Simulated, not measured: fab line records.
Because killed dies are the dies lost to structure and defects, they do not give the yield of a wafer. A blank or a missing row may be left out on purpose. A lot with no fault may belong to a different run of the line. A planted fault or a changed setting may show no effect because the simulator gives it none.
Which tool was responsible? || flow nandHarc || 13 lots, 39 wafers sampled, at 5 steps of a route of 1159

WHAT EACH GAUGE READ, for each wafer
NHARC_HYBRID_BOND_INSPECT_06: inspects for defects (ir void).
{"lot": "L614", "measured": "day 18 10:16", "on": "defectInspect-02", "rawDefectCount": "22 32 31"}
{"lot": "L613", "measured": "day 18 20:46", "on": "defectInspect-02", "rawDefectCount": "18 15 16"}
{"lot": "L616", "measured": "day 19 03:42", "on": "defectInspect-01", "rawDefectCount": "31 24 16"}
{"lot": "L615", "measured": "day 19 10:45", "on": "defectInspect-02", "rawDefectCount": "37 43 28"}
{"lot": "L619", "measured": "day 19 19:01", "on": "defectInspect-01", "rawDefectCount": "39 39 34"}
{"lot": "L622", "measured": "day 20 06:16", "on": "defectInspect-01", "rawDefectCount": "36 33 43"}
{"lot": "L624", "measured": "day 20 16:08", "on": "defectInspect-02", "rawDefectCount": "26 41 26"}
{"lot": "L620", "measured": "day 20 16:08", "on": "defectInspect-01", "rawDefectCount": "12 12 13"}
{"lot": "L627", "measured": "day 21 00:49", "on": "defectInspect-02", "rawDefectCount": "13 12 26"}
{"lot": "L623", "measured": "day 21 00:49", "on": "defectInspect-01", "rawDefectCount": "34 30 33"}
{"lot": "L626", "measured": "day 21 08:13", "on": "defectInspect-02", "rawDefectCount": "36 28 30"}
{"lot": "L635", "measured": "day 24 01:10", "on": "defectInspect-02", "rawDefectCount": "53 57 43"}
{"lot": "L634", "measured": "day 24 08:04", "on": "defectInspect-01", "rawDefectCount": "25 29 26"}

NHARC_END_SORT_01.
{"lot": "L619", "measured": "day 20 15:52", "on": "prober-01", "defectLimitedYield (%)": "94.1 94.7 95.1", "killedAtArray": "39 34 32", "killedAtOther": "0 0 1", "killedAtPeriphery": "1 2 0", "killedDies": "40 36 33", "killedOpen": "3 3 2", "killedShort": "0 2 2", "sort_bin_2_pct (%)": "2.2 1.6 1.5", "sort_bin_3_pct (%)": "0 0.44 0.15", "sort_bin_4_pct (%)": "3.7 3.2 3.2", "sortNPass": "637 641 644", "sortRimYieldPct (%)": "96.2 99.1 96.2", "sortYieldPct (%)": "94.1 94.7 95.1"}
{"lot": "L627", "measured": "day 21 21:55", "on": "prober-01", "defectLimitedYield (%)": "96.9 0.1 95.6", "killedAtArray": "18 13 29", "killedAtOther": "2 660 0", "killedAtPeriphery": "1 3 1", "killedDies": "21 676 30", "killedOpen": "5 5 9", "killedShort": "3 1 0", "sort_bin_2_pct (%)": "1.0 97.8 1.0", "sort_bin_3_pct (%)": "0.15 0 0.15", "sort_bin_4_pct (%)": "1.9 2.1 3.2", "sortNPass": "656 1 647", "sortRimYieldPct (%)": "97.2 0 95.3", "sortYieldPct (%)": "96.9 0.1 95.6"}
{"lot": "L623", "measured": "day 21 21:18", "on": "prober-02", "defectLimitedYield (%)": "94.8 0 94.2", "killedAtArray": "30 30 37", "killedAtOther": "0 646 0", "killedAtPeriphery": "5 1 2", "killedDies": "35 677 39", "killedOpen": "5 4 6", "killedShort": "2 3 5", "sort_bin_2_pct (%)": "1.8 97.2 1.2", "sort_bin_3_pct (%)": "0.30 0.44 0.15", "sort_bin_4_pct (%)": "3.1 2.4 4.4", "sortNPass": "642 0 638", "sortRimYieldPct (%)": "95.3 0 95.3", "sortYieldPct (%)": "94.8 0 94.2"}
{"lot": "L626", "measured": "day 22 06:43", "on": "prober-02", "defectLimitedYield (%)": "95.0 95.6 0", "killedAtArray": "32 28 24", "killedAtOther": "0 0 651", "killedAtPeriphery": "2 2 2", "killedDies": "34 30 677", "killedOpen": "3 5 1", "killedShort": "2 4 0", "sort_bin_2_pct (%)": "1.2 1.2 97.5", "sort_bin_3_pct (%)": "0.15 0 0.15", "sort_bin_4_pct (%)": "3.7 3.2 2.4", "sortNPass": "643 647 0", "sortRimYieldPct (%)": "94.3 100.0 0", "sortYieldPct (%)": "95.0 95.6 0"}

WHICH TOOL RAN EACH LOT (tool, then ch and the chambers of the sampled wafers, then the start)
{"lot": "L614", "NHARC_THIN_TSV_DESCUM_14": "rieDiel-03 ch 1,3, day 18 13:09", "NHARC_THIN_TSV_PVD_19": "pvdSputter-02, day 18 16:20 or earlier", "NHARC_THIN_TSV_ECD_20": "ecdCu-01 ch 0,1, day 18 16:20"}
{"lot": "L613", "NHARC_THIN_TSV_DESCUM_14": "rieDiel-03 ch 1,2,3, day 18 23:38", "NHARC_THIN_TSV_PVD_19": "pvdSputter-02, day 19 02:43 or earlier", "NHARC_THIN_TSV_ECD_20": "ecdCu-02 ch 0,1, day 19 02:43"}
{"lot": "L616", "NHARC_THIN_TSV_DESCUM_14": "rieDiel-09 ch 1,3, day 19 13:37", "NHARC_THIN_TSV_PVD_19": "pvdSputter-01, day 19 16:45 or earlier", "NHARC_THIN_TSV_ECD_20": "ecdCu-02 ch 0,1, day 19 16:45"}
{"lot": "L615", "NHARC_THIN_TSV_DESCUM_14": "rieDiel-03 ch 1,2,3, day 19 14:50", "NHARC_THIN_TSV_PVD_19": "pvdSputter-02, day 19 18:01 or earlier", "NHARC_THIN_TSV_ECD_20": "ecdCu-02 ch 0,1, day 19 18:01"}
{"lot": "L619", "NHARC_THIN_TSV_DESCUM_14": "rieDiel-09 ch 0,1, day 19 21:44", "NHARC_THIN_TSV_PVD_19": "pvdSputter-02, day 20 01:36 or earlier", "NHARC_THIN_TSV_ECD_20": "ecdCu-01 ch 0,1, day 20 01:36"}
{"lot": "L622", "NHARC_THIN_TSV_DESCUM_14": "rieDiel-01 ch 0,1,2, day 20 09:10", "NHARC_THIN_TSV_PVD_19": "pvdSputter-01, day 20 12:26 or earlier", "NHARC_THIN_TSV_ECD_20": "ecdCu-02 ch 0,1, day 20 12:26"}
{"lot": "L624", "NHARC_THIN_TSV_DESCUM_14": "rieDiel-01 ch 1,2, day 20 20:13", "NHARC_THIN_TSV_PVD_19": "pvdSputter-02, day 20 23:22 or earlier", "NHARC_THIN_TSV_ECD_20": "ecdCu-02 ch 0,1, day 20 23:22"}
{"lot": "L620", "NHARC_THIN_TSV_DESCUM_14": "rieDiel-01 ch 0,1,2, day 20 18:56", "NHARC_THIN_TSV_PVD_19": "pvdSputter-03, day 20 22:03 or earlier", "NHARC_THIN_TSV_ECD_20": "ecdCu-02 ch 0,1, day 20 22:03"}
{"lot": "L627", "NHARC_THIN_TSV_DESCUM_14": "rieDiel-01 ch 0,1,3, day 21 03:34", "NHARC_THIN_TSV_PVD_19": "pvdSputter-03, day 21 06:38 or earlier", "NHARC_THIN_TSV_ECD_20": "ecdCu-02 ch 0,1, day 21 06:38"}
{"lot": "L623", "NHARC_THIN_TSV_DESCUM_14": "rieDiel-03 ch 1,2,3, day 21 05:13", "NHARC_THIN_TSV_PVD_19": "pvdSputter-03, day 21 08:17 or earlier", "NHARC_THIN_TSV_ECD_20": "ecdCu-02 ch 0,1, day 21 08:17"}
{"lot": "L626", "NHARC_THIN_TSV_DESCUM_14": "rieDiel-03 ch 0,1,2, day 21 11:04", "NHARC_THIN_TSV_PVD_19": "pvdSputter-03, day 21 14:23 or earlier", "NHARC_THIN_TSV_ECD_20": "ecdCu-02 ch 0,1, day 21 14:23"}
{"lot": "L635", "NHARC_THIN_TSV_DESCUM_14": "rieDiel-01 ch 0,1,3, day 24 03:54", "NHARC_THIN_TSV_PVD_19": "pvdSputter-03, day 24 07:20 or earlier", "NHARC_THIN_TSV_ECD_20": "ecdCu-01 ch 0,1, day 24 07:20"}
{"lot": "L634", "NHARC_THIN_TSV_DESCUM_14": "rieDiel-09 ch 0,2,3, day 24 10:55", "NHARC_THIN_TSV_PVD_19": "pvdSputter-01, day 24 14:19 or earlier", "NHARC_THIN_TSV_ECD_20": "ecdCu-02 ch 0,1, day 24 14:19"}
- NHARC_THIN_TSV_DESCUM_14: chemistry O2, time 3 s.
- NHARC_THIN_TSV_PVD_19: deposits TaN, target thk 20 nm.
- NHARC_THIN_TSV_ECD_20: material Cu, target thk 2000 nm.

WHAT THE TOOLS THEMSELVES READ (means of the sampled wafers that have a number; where no wafer has one, the mark that the record gives instead)
NHARC_THIN_TSV_DESCUM_14.
{"lot": "L614", "tool": "rieDiel-03", "drypumpMotorCurrentA (A)": 5.3, "mfcArSccm (sccm)": 0.033, "oesProductAu (a.u.)": 1.007, "rfVppV (V)": 58.3, "showerheadPlenumPTorr (Torr)": 2.01, "throttleValvePct (%)": 11.315}
{"lot": "L613", "tool": "rieDiel-03", "drypumpMotorCurrentA (A)": 5.8, "mfcArSccm (sccm)": 0.023, "oesProductAu (a.u.)": 1.005, "rfVppV (V)": 58.5, "showerheadPlenumPTorr (Torr)": 1.94, "throttleValvePct (%)": 11.310}
{"lot": "L616", "tool": "rieDiel-09", "drypumpMotorCurrentA (A)": 6.2, "mfcArSccm (sccm)": 0.006, "oesProductAu (a.u.)": 1.011, "rfVppV (V)": 58.1, "showerheadPlenumPTorr (Torr)": 2.03, "throttleValvePct (%)": 11.309}
{"lot": "L615", "tool": "rieDiel-03", "drypumpMotorCurrentA (A)": 5.8, "mfcArSccm (sccm)": 0.023, "oesProductAu (a.u.)": 1.004, "rfVppV (V)": 58.0, "showerheadPlenumPTorr (Torr)": 1.94, "throttleValvePct (%)": 11.302}
{"lot": "L619", "tool": "rieDiel-09", "drypumpMotorCurrentA (A)": 6.5, "mfcArSccm (sccm)": 0.000, "oesProductAu (a.u.)": 0.999, "rfVppV (V)": 58.1, "showerheadPlenumPTorr (Torr)": 1.99, "throttleValvePct (%)": 11.298}
{"lot": "L622", "tool": "rieDiel-01", "drypumpMotorCurrentA (A)": 5.7, "mfcArSccm (sccm)": 0.012, "oesProductAu (a.u.)": 1.007, "rfVppV (V)": 57.6, "showerheadPlenumPTorr (Torr)": 1.87, "throttleValvePct (%)": 11.312}
{"lot": "L624", "tool": "rieDiel-01", "drypumpMotorCurrentA (A)": 5.8, "mfcArSccm (sccm)": 0.005, "oesProductAu (a.u.)": 1.003, "rfVppV (V)": 56.7, "showerheadPlenumPTorr (Torr)": 1.84, "throttleValvePct (%)": 11.313}
{"lot": "L620", "tool": "rieDiel-01", "drypumpMotorCurrentA (A)": 5.7, "mfcArSccm (sccm)": 0.012, "oesProductAu (a.u.)": 1.002, "rfVppV (V)": 56.7, "showerheadPlenumPTorr (Torr)": 1.87, "throttleValvePct (%)": 11.308}
{"lot": "L627", "tool": "rieDiel-01", "drypumpMotorCurrentA (A)": 5.5, "mfcArSccm (sccm)": 0.011, "oesProductAu (a.u.)": 1.009, "rfVppV (V)": 58.0, "showerheadPlenumPTorr (Torr)": 1.91, "throttleValvePct (%)": 11.315}
{"lot": "L623", "tool": "rieDiel-03", "drypumpMotorCurrentA (A)": 5.8, "mfcArSccm (sccm)": 0.023, "oesProductAu (a.u.)": 1.006, "rfVppV (V)": 57.1, "showerheadPlenumPTorr (Torr)": 1.94, "throttleValvePct (%)": 11.311}
{"lot": "L626", "tool": "rieDiel-03", "drypumpMotorCurrentA (A)": 5.7, "mfcArSccm (sccm)": 0.011, "oesProductAu (a.u.)": 0.995, "rfVppV (V)": 58.3, "showerheadPlenumPTorr (Torr)": 1.95, "throttleValvePct (%)": 11.309}
{"lot": "L635", "tool": "rieDiel-01", "drypumpMotorCurrentA (A)": 5.6, "mfcArSccm (sccm)": 0.011, "oesProductAu (a.u.)": 1.003, "rfVppV (V)": 57.7, "showerheadPlenumPTorr (Torr)": 1.91, "throttleValvePct (%)": 11.309}
{"lot": "L634", "tool": "rieDiel-09", "drypumpMotorCurrentA (A)": 6.1, "mfcArSccm (sccm)": 0.003, "oesProductAu (a.u.)": 1.010, "rfVppV (V)": 58.5, "showerheadPlenumPTorr (Torr)": 2.02, "throttleValvePct (%)": 11.321}

NHARC_THIN_TSV_PVD_19.
{"lot": "L614", "tool": "pvdSputter-02", "throttleValvePct (%)": 28.8}
{"lot": "L613", "tool": "pvdSputter-02", "throttleValvePct (%)": 29.1}
{"lot": "L616", "tool": "pvdSputter-01", "throttleValvePct (%)": 29.2}
{"lot": "L615", "tool": "pvdSputter-02", "throttleValvePct (%)": 29.3}
{"lot": "L619", "tool": "pvdSputter-02", "throttleValvePct (%)": 28.7}
{"lot": "L622", "tool": "pvdSputter-01", "throttleValvePct (%)": 29.7}
{"lot": "L624", "tool": "pvdSputter-02", "throttleValvePct (%)": 28.7}
{"lot": "L620", "tool": "pvdSputter-03", "throttleValvePct (%)": 30.9}
{"lot": "L627", "tool": "pvdSputter-03", "throttleValvePct (%)": 28.7}
{"lot": "L623", "tool": "pvdSputter-03", "throttleValvePct (%)": 30.9}
{"lot": "L626", "tool": "pvdSputter-03", "throttleValvePct (%)": 30.7}
{"lot": "L635", "tool": "pvdSputter-03", "throttleValvePct (%)": 29.3}
{"lot": "L634", "tool": "pvdSputter-01", "throttleValvePct (%)": 30.2}

THE ANSWER, worked out from the rows above alone
Rule: what is usual is taken from the lots themselves. The widest of any qualifying gaps counts: lots, ordered by their means at a reading, are off when they make up no more than a third of the lots, leave a main group of 4 or more, and stand apart from it by 3 or more times the standard deviation of that group's means. The tables above print the reading to a certain number of digits; a main group whose means all agree to those digits is not used. A lot without any number at a reading at which 4 lots or more have one is off too. The other lots that the step has rows for count as sound. The gauges are gone through in route order, then the tools' own readings, and for those a lot's mean is taken as printed above. The first step at which some lot is off is used, and at that step the reading that is off furthest; a lot without a number counts as furthest.
Across all readings shown, no lot is off: no conclusion can be drawn from this.

WHAT HAD BEEN PUT IN BY THE SIMULATOR
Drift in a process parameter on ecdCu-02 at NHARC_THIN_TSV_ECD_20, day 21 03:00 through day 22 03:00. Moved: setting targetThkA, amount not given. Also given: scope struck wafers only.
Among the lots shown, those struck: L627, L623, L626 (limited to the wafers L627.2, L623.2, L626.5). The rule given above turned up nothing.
